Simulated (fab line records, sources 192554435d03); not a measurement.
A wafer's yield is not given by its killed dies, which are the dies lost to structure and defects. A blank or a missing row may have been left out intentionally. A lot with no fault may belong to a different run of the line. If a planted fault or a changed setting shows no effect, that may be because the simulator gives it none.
Which tool did it? | flow n5-finfet | 10 lots, 30 wafers sampled, at 5 steps of a route of 1938

WHAT EACH GAUGE READ, for each wafer
N5_HKMG_FIN_INSPECT_28: inspects for defects (darkfield). Usual: 36 for raw-defect-count, sd 15.
lot  | measured     | on                | raw-defect-count | flag
L314 | day 5 07:35  | defect-inspect-01 | 41 33 42         |
L317 | day 6 00:51  | defect-inspect-02 | 40 33 53         |
L319 | day 6 20:43  | defect-inspect-01 | 21 38 33         |
L320 | day 6 23:50  | defect-inspect-02 | 38 115 52        |
L321 | day 7 02:58  | defect-inspect-02 | 25 60 46         |
L324 | day 7 17:53  | defect-inspect-02 | 25 51 45         |
L325 | day 8 02:38  | defect-inspect-02 | 21 45 29         |
L331 | day 9 16:17  | defect-inspect-01 | 36 54 63         |
L332 | day 9 19:09  | defect-inspect-02 | 35 20 21         |
L333 | day 10 03:51 | defect-inspect-02 | 13 17 23         |

N5_BEOL_M4_RC_MEAS_101. Usual: DIBL_N 35.7 mV/V, standard deviation 1.3; DIBL_P 36.0 mV/V, standard deviation 1.6; IOFF_N 0.154 nA/um, standard deviation 0.025; IOFF_P 0.21 nA/um, standard deviation 0.034; ION_N 675 uA/um, standard deviation 9.7; ION_P 465 uA/um, standard deviation 7.4; SS_N 71.3 mV/dec, standard deviation 0.55; SS_P 73.1 mV/dec, standard deviation 0.52; VT_N 250 mV, standard deviation 3; VT_P -249 mV, standard deviation 3.6.
lot  | measured     | on        | DIBL_N (mV/V)  | DIBL_P (mV/V)  | IOFF_N (nA/um)    | IOFF_P (nA/um) | ION_N (uA/um) | ION_P (uA/um) | SS_N (mV/dec)  | SS_P (mV/dec)  | VT_N (mV)   | VT_P (mV)      | flag
L314 | day 8 14:49  | prober-02 | 35.0 37.3 36.0 | 35.1 38.5 36.1 | 0.139 0.175 0.154 | 0.21 0.26 0.22 | 682 674 671   | 471 465 460   | 71.7 72.3 72.0 | 72.5 74.1 72.7 | 250 250 251 | -248 -245 -248 |
L317 | day 9 22:26  | prober-01 | 34.2 35.7 34.2 | 34.8 36.5 35.4 | 0.125 0.151 0.129 | 0.21 0.23 0.21 | 667 676 662   | 469 465 465   | 71.0 71.8 71.3 | 72.6 73.2 72.9 | 251 251 254 | -248 -247 -247 |
L319 | day 10 02:07 | prober-02 | 35.9 34.7 34.6 | 36.1 35.1 34.3 | 0.152 0.137 0.133 | 0.19 0.18 0.17 | 666 676 672   | 458 467 457   | 71.8 71.7 71.9 | 74.0 73.5 73.0 | 250 250 252 | -253 -253 -257 |
L320 | day 10 14:38 | prober-01 | 34.9 36.1 35.3 | 35.9 37.8 36.1 | 0.144 0.166 0.151 | 0.19 0.22 0.20 | 673 676 668   | 467 463 462   | 70.7 71.9 71.2 | 72.8 73.1 73.0 | 250 250 250 | -250 -248 -247 |
L321 | day 10 22:56 | prober-02 | 35.9 34.9 35.0 | 37.3 35.9 35.3 | 0.176 0.155 0.148 | 0.24 0.21 0.20 | 674 676 672   | 465 472 462   | 72.0 71.5 72.2 | 73.6 73.7 73.0 | 244 248 250 | -248 -252 -246 |
L324 | day 11 02:43 | prober-02 | 37.6 37.9 38.0 | 37.7 37.9 38.6 | 0.174 0.182 0.188 | 0.25 0.23 0.26 | 689 676 684   | 475 463 474   | 71.1 71.7 72.4 | 72.6 73.7 73.0 | 246 247 247 | -246 -249 -246 |
L325 | day 12 06:13 | prober-02 | 33.4 34.0 34.2 | 33.0 33.0 33.6 | 0.112 0.117 0.121 | 0.17 0.16 0.17 | 668 665 664   | 469 460 456   | 70.9 70.6 70.5 | 73.2 72.9 73.1 | 256 253 253 | -252 -253 -255 |
L331 | day 13 18:19 | prober-02 | 35.3 39.4 35.3 | 33.8 39.1 34.4 | 0.121 0.195 0.121 | 0.15 0.21 0.14 | 671 680 668   | 453 454 449   | 70.8 71.6 70.8 | 72.5 73.3 72.3 | 254 249 254 | -256 -251 -262 |
L332 | day 13 16:16 | prober-01 | 35.1 36.5 37.9 | 33.1 34.6 36.6 | 0.124 0.139 0.169 | 0.19 0.22 0.24 | 674 666 680   | 470 469 476   | 70.4 71.8 71.0 | 71.9 71.9 73.1 | 252 251 245 | -249 -246 -246 |
L333 | day 13 14:23 | prober-02 | 36.9 36.3 37.2 | 35.3 35.5 36.2 | 0.160 0.151 0.168 | 0.20 0.19 0.21 | 671 673 680   | 459 467 459   | 71.9 71.9 71.7 | 72.7 72.9 73.7 | 249 249 249 | -252 -252 -251 |

EACH LOT AND THE TOOL THAT RAN IT (in order: tool; ch and the chambers of the sampled wafers; start)
lot  | N5_HKMG_FIN_ALD_21                  | N5_HKMG_FIN_CMP_23            | N5_HKMG_FIN_CMP_94
L314 | ald-metal-04 ch 1,2, day 5 06:20    | cmp-01 ch 0,1,2, day 5 06:57  | cmp-01 ch 0,1,2, day 5 07:23
L317 | ald-metal-01 ch 0,2,3, day 5 23:36  | cmp-02 ch 1,2, day 6 00:08    | cmp-02 ch 1,2, day 6 00:37
L319 | ald-metal-04 ch 1,2,3, day 6 15:24  | cmp-03 ch 0,1,2, day 6 15:57  | cmp-03 ch 0,1,2, day 6 20:29
L320 | ald-metal-04 ch 0,2,3, day 6 22:35  | cmp-03 ch 1,2, day 6 23:13    | cmp-03 ch 1,2, day 6 23:38
L321 | ald-metal-04 ch 1,2, day 7 01:43    | cmp-01 ch 0,3, day 7 02:20    | cmp-01 ch 0,3, day 7 02:46
L324 | ald-metal-04 ch 0,2,3, day 7 16:38  | cmp-02 ch 0,1,3, day 7 17:11  | cmp-02 ch 0,1,3, day 7 17:40
L325 | ald-metal-04 ch 0,2,3, day 8 01:22  | cmp-03 ch 0,1,3, day 8 01:55  | cmp-03 ch 0,1,3, day 8 02:23
L331 | ald-metal-01 ch 0,2,3, day 9 15:01  | cmp-03 ch 0,2,3, day 9 15:40  | cmp-03 ch 0,2,3, day 9 16:05
L332 | ald-metal-01 ch 1,2, day 9 17:55    | cmp-03 ch 1,2,3, day 9 18:26  | cmp-03 ch 1,2,3, day 9 18:55
L333 | ald-metal-01 ch 1,2,3, day 10 02:34 | cmp-01 ch 0,1,3, day 10 03:05 | cmp-01 ch 0,1,3, day 10 03:37
- N5_HKMG_FIN_ALD_21: deposits TiN, target thk 1.5 nm, pulse time 1 s, purge time 3 s.
- N5_HKMG_FIN_CMP_23: polishes, stops on SiNx, t overpolish 10 s, target thk 46.326 nm.
- N5_HKMG_FIN_CMP_94: polishes, stops on SiNx, t overpolish 4.7 s, target thk 43.299 nm.

WHAT THE TOOLS THEMSELVES READ (means of the sampled wafers that have a number; where no wafer has one, the mark that the record gives instead)
N5_HKMG_FIN_ALD_21. Usual: heater-power-w 931 W, standard deviation 94; precursor-pulse-height-rel 0.999, standard deviation 0.019; susceptor-temp-C 400.00 C, standard deviation 0.23.
lot  | tool         | heater-power-w (W) | precursor-pulse-height-rel | susceptor-temp-C (C) | flag
L314 | ald-metal-04 | 937                | 0.985                      | 399.89               |
L317 | ald-metal-01 | 1010               | 1.010                      | 400.10               |
L319 | ald-metal-04 | 870                | 1.001                      | 400.06               |
L320 | ald-metal-04 | 878                | 1.004                      | 400.04               |
L321 | ald-metal-04 | 939                | 1.018                      | 399.93               |
L324 | ald-metal-04 | 849                | 1.000                      | 394.61               | OFF
L325 | ald-metal-04 | 874                | 0.987                      | 394.34               | OFF
L331 | ald-metal-01 | 998                | 0.991                      | 399.94               |
L332 | ald-metal-01 | 906                | 0.993                      | 399.80               |
L333 | ald-metal-01 | 978                | 1.015                      | 400.24               |

N5_HKMG_FIN_CMP_23. Usual: motor-current-A 11.9 A, standard deviation 1.3; overpolish-run-s 10.000 s, standard deviation 0.0096; time-to-endpoint-s 12.2 s, standard deviation 1.8.
lot  | tool   | motor-current-A (A) | overpolish-run-s (s) | time-to-endpoint-s (s) | flag
L314 | cmp-01 | 12.2                | 10.004               | 12.1                   |
L317 | cmp-02 | 13.1                | 9.997                | 12.4                   |
L319 | cmp-03 | 10.5                | 10.000               | 10.8                   |
L320 | cmp-03 | 10.7                | 9.996                | 12.9                   |
L321 | cmp-01 | 12.4                | 9.998                | 10.1                   |
L324 | cmp-02 | 12.5                | 9.998                | 13.5                   |
L325 | cmp-03 | 10.8                | 10.001               | 10.1                   |
L331 | cmp-03 | 11.0                | 9.998                | 12.0                   |
L332 | cmp-03 | 10.8                | 9.999                | 13.9                   |
L333 | cmp-01 | 12.8                | 9.996                | 13.2                   |

N5_HKMG_FIN_CMP_94. Usual: 11.8 A for motor-current-A, sd 1.2.
lot  | tool   | motor-current-A (A) | flag
L314 | cmp-01 | 12.6                |
L317 | cmp-02 | 12.8                |
L319 | cmp-03 | 11.0                |
L320 | cmp-03 | 10.4                |
L321 | cmp-01 | 12.6                |
L324 | cmp-02 | 11.5                |
L325 | cmp-03 | 10.7                |
L331 | cmp-03 | 11.0                |
L332 | cmp-03 | 10.3                |
L333 | cmp-01 | 12.4                |

THE ANSWER, worked out from the rows above alone
Rule: take the mean of a lot's wafers that have a number; if it is more than 3 standard deviations from the usual mean, the lot is off. Also off: a lot with no number at a reading for which 4 or more lots have one. All remaining lots with rows at the step are treated as sound. The gauges are gone through in route order, then the tools' own readings, and for those a lot's mean is taken as printed above. The first step at which some lot is off is used, and at that step the reading that is off furthest; a lot without a number counts as furthest.
Off, at N5_HKMG_FIN_ALD_21 on susceptor-temp-C: L324, L325.
A tool fits if, at that step or a process step before it, it ran every lot that is off, and no sound lot after the first of them. One fits: N5_HKMG_FIN_ALD_21 on ald-metal-04. A fault onset in the window from L321 (day 7 01:43, its last sound lot) to L324 (day 7 16:38, its first lot off) fits.
On the lots that are off, the tool's own readings at N5_HKMG_FIN_ALD_21 differ by more than 5 times the standard deviation of the sound lots' means, which bears it out; susceptor-temp-C reads 394.48 C there versus 400.00 C on the sound lots.

WHAT HAD BEEN PUT IN BY THE SIMULATOR
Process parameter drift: ald-metal-04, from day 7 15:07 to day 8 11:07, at N5_HKMG_FIN_ALD_21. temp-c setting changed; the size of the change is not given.
Struck lots among those shown: L324, L325. Same finding as the rule above.
